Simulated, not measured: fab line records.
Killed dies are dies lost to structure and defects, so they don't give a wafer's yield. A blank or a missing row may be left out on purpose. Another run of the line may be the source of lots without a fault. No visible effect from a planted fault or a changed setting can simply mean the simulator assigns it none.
Which tool did it? | flow n5_finfet | 24 lots, 72 wafers sampled, at 5 steps of a route of 1938

WHAT THE GAUGES READ, wafer by wafer
N5_BEOL_M8_THK_MEAS_53: measures by xrf.
lot  | measured     | on            | M8_THK (nm)
L074 | day 9 23:06  | film_metro-02 | 80.2 79.9 77.5
L075 | day 10 05:23 | film_metro-02 | 76.9 81.2 79.2
L077 | day 10 07:31 | film_metro-02 | 77.0 81.3 79.3
L076 | day 10 09:55 | film_metro-01 | 79.4 80.6 79.5
L079 | day 11 13:35 | film_metro-02 | 80.4 81.0 77.2
L078 | day 11 13:50 | film_metro-02 | 81.8 79.6 79.3
L082 | day 12 00:23 | film_metro-01 | 79.7 83.7 77.8
L080 | day 12 02:40 | film_metro-01 | 79.1 77.5 79.5
L081 | day 12 02:59 | film_metro-01 | 81.5 79.2 77.0
L085 | day 12 11:11 | film_metro-01 | 78.4 77.4 78.1
L083 | day 12 15:49 | film_metro-02 | 81.1 78.4 79.0
L087 | day 12 20:01 | film_metro-01 | 79.7 80.5 81.3
L084 | day 12 21:10 | film_metro-02 | 82.8 81.1 83.0
L086 | day 12 21:37 | film_metro-02 | 80.6 81.4 83.4
L088 | day 13 06:53 | film_metro-02 | 83.7 80.3 80.7
L089 | day 13 13:35 | film_metro-01 | 77.6 78.8 82.8
L090 | day 14 04:58 | film_metro-02 | 80.2 77.8 80.8
L092 | day 14 13:39 | film_metro-01 | 81.7 79.0 77.0
L091 | day 14 14:23 | film_metro-02 | 78.5 83.8 82.4
L093 | day 14 23:54 | film_metro-01 | 79.4 81.5 78.2
L094 | day 15 06:41 | film_metro-01 | 82.2 81.8 82.9
L097 | day 15 16:11 | film_metro-01 | 78.6 75.6 78.3
L096 | day 15 21:02 | film_metro-02 | 80.6 83.7 81.9
L095 | day 15 21:40 | film_metro-01 | 76.8 78.8 79.2

N5_BEOL_M10_OVL_MEAS_12.
lot  | measured     | on         | M10_OVL (nm)
L074 | day 10 07:20 | overlay-02 | -1.0 0.8 0.6
L075 | day 10 14:05 | overlay-01 | 0.2 0.0 0.8
L077 | day 10 17:25 | overlay-01 | 0.3 0.7 1.7
L076 | day 10 21:25 | overlay-01 | 0.3 1.5 1.1
L079 | day 12 02:52 | overlay-02 | 0.1 -0.2 0.1
L078 | day 12 03:10 | overlay-02 | 0.5 0.6 1.3
L082 | day 12 10:10 | overlay-01 | -1.9 -0.5 -0.8
L080 | day 12 12:01 | overlay-02 | 0.1 0.3 -0.4
L081 | day 12 13:04 | overlay-01 | 0.6 0.2 0.4
L085 | day 12 21:16 | overlay-01 | -0.3 -0.7 0.3
L083 | day 13 02:13 | overlay-01 | 0.8 0.2 -0.6
L087 | day 13 06:10 | overlay-01 | 1.5 -0.4 0.5
L084 | day 13 12:04 | overlay-02 | 0.9 1.0 1.1
L086 | day 13 11:54 | overlay-02 | 0.1 0.5 1.1
L088 | day 13 20:29 | overlay-02 | 0.3 -0.1 1.6
L089 | day 13 22:57 | overlay-01 | 1.6 -0.3 -0.1
L090 | day 14 17:09 | overlay-01 | 0.9 1.6 0.3
L092 | day 15 00:13 | overlay-02 | 0.7 1.0 1.4
L091 | day 15 00:16 | overlay-02 | 0.5 1.1 0.3
L093 | day 15 09:41 | overlay-02 | -0.2 0.2 -0.9
L094 | day 15 18:52 | overlay-02 | 0.6 0.6 1.1
L097 | day 16 05:09 | overlay-01 | 1.0 0.4 0.9
L096 | day 16 10:20 | overlay-01 | 1.7 0.5 1.0
L095 | day 16 10:29 | overlay-02 | -0.1 0.7 0.5

WHICH TOOL RAN EACH LOT (tool, then ch and the chambers of the sampled wafers, then the start)
lot  | N5_BEOL_M9_ILD_DEP_00           | N5_BEOL_M9_ETCH_65                 | N5_BEOL_M9_DEP_56
L074 | pecvd-03 ch 0,1,2, day 9 23:24  | rie_diel-04 ch 1,2,3, day 10 02:57 | pecvd-03 ch 0,1,2, day 10 05:36
L075 | pecvd-03 ch 0,1, day 10 05:37   | rie_diel-04 ch 1,2,3, day 10 08:38 | pecvd-01 ch 0,1, day 10 11:42
L077 | pecvd-03 ch 0,2, day 10 07:43   | rie_diel-05 ch 1,2,3, day 10 12:43 | pecvd-03 ch 0,1, day 10 15:34
L076 | pecvd-02 ch 1,2, day 10 10:07   | rie_diel-05 ch 0,2,3, day 10 16:04 | pecvd-03 ch 0,1,2, day 10 19:08
L079 | pecvd-02 ch 0,1,2, day 11 13:47 | rie_diel-05 ch 0,1,2, day 11 21:37 | pecvd-03 ch 0,1, day 12 00:41
L078 | pecvd-03 ch 0,1,2, day 11 14:01 | rie_diel-01 ch 1,3, day 11 22:02   | pecvd-03 ch 0,1, day 12 01:20
L082 | pecvd-02 ch 0,2, day 12 00:35   | rie_diel-04 ch 1,2,3, day 12 04:42 | pecvd-02 ch 1,2, day 12 07:35
L080 | pecvd-03 ch 0,2, day 12 02:51   | rie_diel-01 ch 0,1,3, day 12 06:41 | pecvd-02 ch 0,1, day 12 10:45
L081 | pecvd-03 ch 0,1, day 12 03:10   | rie_diel-05 ch 0,2,3, day 12 07:11 | pecvd-02 ch 0,1, day 12 11:07
L085 | pecvd-02 ch 0,1, day 12 11:22   | rie_diel-01 ch 0,1, day 12 14:53   | pecvd-01 ch 0,1,2, day 12 19:12
L083 | pecvd-03 ch 0,1, day 12 16:00   | rie_diel-01 ch 0,3, day 12 19:44   | pecvd-03 ch 0,1, day 13 00:13
L087 | pecvd-01 ch 0,1, day 12 20:13   | rie_diel-05 ch 2,3, day 12 23:52   | pecvd-03 ch 0,1,2, day 13 04:49
L084 | pecvd-01 ch 1,2, day 12 21:22   | rie_diel-04 ch 1,3, day 13 04:37   | pecvd-02 ch 0,1,2, day 13 07:40
L086 | pecvd-03 ch 0,2, day 12 21:48   | rie_diel-01 ch 1,3, day 13 04:26   | pecvd-03 ch 0,1,2, day 13 07:35
L088 | pecvd-01 ch 0,1,2, day 13 07:04 | rie_diel-01 ch 0,1, day 13 13:34   | pecvd-02 ch 1,2, day 13 18:02
L089 | pecvd-03 ch 0,1,2, day 13 13:46 | rie_diel-01 ch 0,2, day 13 17:26   | pecvd-01 ch 0,1,2, day 13 20:40
L090 | pecvd-03 ch 1,2, day 14 05:10   | rie_diel-05 ch 0,3, day 14 10:41   | pecvd-03 ch 0,2, day 14 13:20
L092 | pecvd-03 ch 0,2, day 14 13:52   | rie_diel-04 ch 0,1,2, day 14 19:13 | pecvd-03 ch 0,1,2, day 14 22:29
L091 | pecvd-03 ch 0,2, day 14 14:37   | rie_diel-01 ch 0,2,3, day 14 19:25 | pecvd-03 ch 0,1,2, day 14 22:43
L093 | pecvd-03 ch 0,2, day 15 00:05   | rie_diel-01 ch 0,2,3, day 15 04:46 | pecvd-01 ch 0,1,2, day 15 07:30
L094 | pecvd-03 ch 2, day 15 06:52     | rie_diel-04 ch 0,1,3, day 15 13:32 | pecvd-03 ch 1,2, day 15 16:01
L097 | pecvd-02 ch 0, day 15 16:22     | rie_diel-01 ch 2,3, day 15 22:38   | pecvd-03 ch 1, day 16 01:48
L096 | pecvd-03 ch 1,2, day 15 21:14   | rie_diel-01 ch 0,1,3, day 16 03:28 | pecvd-01 ch 0,1,2, day 16 06:26
L095 | pecvd-03 ch 1,2, day 15 21:52   | rie_diel-01 ch 0,1,2, day 16 03:53 | pecvd-03 ch 1,2, day 16 06:44
- N5_BEOL_M9_ILD_DEP_00: deposits SiCOH lowk from DEMS/porogen, target thk 308.51 nm, time 58 s.
- N5_BEOL_M9_ETCH_65: etches SiARC in CF4, target depth 15.6 nm, time 26 s.
- N5_BEOL_M9_DEP_56: deposits SiCN from 3MS/NH3, target thk 15 nm, time 26.5 s.

AS READ BY THE TOOLS THEMSELVES (means over the sampled wafers that have a number; for cases with no such wafer, the mark the record gives instead)
N5_BEOL_M9_ILD_DEP_00.
lot  | tool     | heater_power_w (W) | showerhead_plenum_p_Torr (Torr) | throttle_valve_pct (%)
L074 | pecvd-03 | 294                | 5.755                           | 13.4
L075 | pecvd-03 | 265                | 5.743                           | 13.5
L077 | pecvd-03 | 303                | 5.759                           | 12.9
L076 | pecvd-02 | 353                | 5.743                           | 13.7
L079 | pecvd-02 | 344                | 5.735                           | 13.5
L078 | pecvd-03 | 322                | 5.749                           | 13.5
L082 | pecvd-02 | 328                | 5.734                           | 13.3
L080 | pecvd-03 | 339                | 5.759                           | 13.0
L081 | pecvd-03 | 256                | 5.748                           | 13.9
L085 | pecvd-02 | 375                | 5.752                           | 13.8
L083 | pecvd-03 | 251                | 5.742                           | 13.7
L087 | pecvd-01 | 378                | 5.749                           | 13.9
L084 | pecvd-01 | 380                | 5.740                           | 13.6
L086 | pecvd-03 | 383                | 5.756                           | 13.0
L088 | pecvd-01 | 357                | 5.738                           | 13.5
L089 | pecvd-03 | 324                | 5.751                           | 13.5
L090 | pecvd-03 | 347                | 5.752                           | 14.0
L092 | pecvd-03 | 304                | 5.750                           | 13.0
L091 | pecvd-03 | 318                | 5.759                           | 12.9
L093 | pecvd-03 | 350                | 5.757                           | 12.9
L094 | pecvd-03 | 403                | 5.762                           | 13.2
L097 | pecvd-02 | 345                | 5.735                           | 13.7
L096 | pecvd-03 | 299                | 5.756                           | 13.7
L095 | pecvd-03 | 385                | 5.760                           | 13.5

N5_BEOL_M9_ETCH_65.
lot  | tool        | drypump_motor_current_A (A) | etch_rf_on_time_s (s) | oes_product_au (a.u.) | rf_vpp_V (V) | showerhead_plenum_p_Torr (Torr) | throttle_valve_pct (%)
L074 | rie_diel-04 | 6.1                         | 25.6                  | 0.72                  | 184.6        | 2.16                            | 15.45
L075 | rie_diel-04 | 6.1                         | 25.8                  | 0.71                  | 185.0        | 2.16                            | 15.45
L077 | rie_diel-05 | 5.6                         | 26.7                  | 0.60                  | 184.3        | 2.13                            | 15.62
L076 | rie_diel-05 | 5.6                         | 26.4                  | 0.63                  | 184.1        | 2.17                            | 15.67
L079 | rie_diel-05 | 5.5                         | 25.9                  | 0.65                  | 184.7        | 2.17                            | 15.56
L078 | rie_diel-01 | 5.6                         | 27.0                  | 0.60                  | 183.8        | 2.07                            | 15.54
L082 | rie_diel-04 | 6.1                         | 25.9                  | 0.69                  | 184.7        | 2.16                            | 15.47
L080 | rie_diel-01 | 5.5                         | 26.0                  | 0.64                  | 183.7        | 2.11                            | 15.57
L081 | rie_diel-05 | 5.6                         | 26.7                  | 0.63                  | 184.8        | 2.17                            | 15.70
L085 | rie_diel-01 | 5.4                         | 25.9                  | 0.64                  | 184.7        | 2.13                            | 15.65
L083 | rie_diel-01 | 5.6                         | 26.4                  | 0.62                  | 183.4        | 2.08                            | 15.53
L087 | rie_diel-05 | 5.8                         | 26.8                  | 0.58                  | 183.5        | 2.11                            | 15.77
L084 | rie_diel-04 | 6.2                         | 25.3                  | 0.83                  | 185.1        | 2.19                            | 15.43
L086 | rie_diel-01 | 5.6                         | 26.6                  | 0.60                  | 183.3        | 2.07                            | 15.56
L088 | rie_diel-01 | 5.4                         | 25.7                  | 0.65                  | 183.7        | 2.15                            | 15.62
L089 | rie_diel-01 | 5.3                         | 26.2                  | 0.77                  | 184.1        | 2.12                            | 15.60
L090 | rie_diel-05 | 5.5                         | 26.4                  | 0.67                  | 185.5        | 2.22                            | 15.65
L092 | rie_diel-04 | 6.0                         | 25.2                  | 0.76                  | 183.4        | 2.15                            | 15.31
L091 | rie_diel-01 | 5.5                         | 26.2                  | 0.69                  | 183.0        | 2.09                            | 15.60
L093 | rie_diel-01 | 5.5                         | 26.3                  | 0.67                  | 184.5        | 2.09                            | 15.59
L094 | rie_diel-04 | 6.0                         | 25.6                  | 0.76                  | 185.5        | 2.19                            | 15.46
L097 | rie_diel-01 | 5.5                         | 26.5                  | 0.71                  | 182.8        | 2.08                            | 15.60
L096 | rie_diel-01 | 5.5                         | 26.1                  | 0.61                  | 183.5        | 2.10                            | 15.63
L095 | rie_diel-01 | 5.4                         | 26.2                  | 0.67                  | 184.4        | 2.12                            | 15.67

N5_BEOL_M9_DEP_56.
lot  | tool     | showerhead_plenum_p_Torr (Torr) | throttle_valve_pct (%)
L074 | pecvd-03 | 3.675                           | 8.6
L075 | pecvd-01 | 3.674                           | 9.1
L077 | pecvd-03 | 3.679                           | 8.6
L076 | pecvd-03 | 3.670                           | 8.6
L079 | pecvd-03 | 3.676                           | 8.7
L078 | pecvd-03 | 3.674                           | 8.9
L082 | pecvd-02 | 3.669                           | 8.9
L080 | pecvd-02 | 3.667                           | 9.0
L081 | pecvd-02 | 3.666                           | 9.0
L085 | pecvd-01 | 3.664                           | 8.6
L083 | pecvd-03 | 3.670                           | 9.0
L087 | pecvd-03 | 3.675                           | 8.5
L084 | pecvd-02 | 3.665                           | 8.8
L086 | pecvd-03 | 3.676                           | 9.0
L088 | pecvd-02 | 3.673                           | 9.0
L089 | pecvd-01 | 3.664                           | 8.9
L090 | pecvd-03 | 3.673                           | 8.5
L092 | pecvd-03 | 3.683                           | 8.9
L091 | pecvd-03 | 3.680                           | 8.8
L093 | pecvd-01 | 3.670                           | 8.7
L094 | pecvd-03 | 3.677                           | 8.8
L097 | pecvd-03 | 3.667                           | 9.3
L096 | pecvd-01 | 3.660                           | 8.9
L095 | pecvd-03 | 3.675                           | 9.0

THE ANSWER, worked out from the rows above alone
Rule: the usual values come from the lots themselves. The widest of any qualifying gaps counts: lots, ordered by their means at a reading, are off when they make up no more than a third of the lots, leave a main group of 4 or more, and stand apart from it by 3 or more times the standard deviation of that group's means. If all means in a main group match to the digits the tables above print for the reading, that group is not used. A lot without any number at a reading at which 4 lots or more have one is off too. The other lots that the step has rows for count as sound. After the gauges, taken in route order, come the tools' own readings; for these a lot's mean is taken, as printed above. At the first step where some lot is off, the reading lying furthest off is the one used; lots without a number count as furthest.
None of the lots is off at any reading shown; this tells nothing.

WHAT WAS PUT IN BY THE SIMULATOR
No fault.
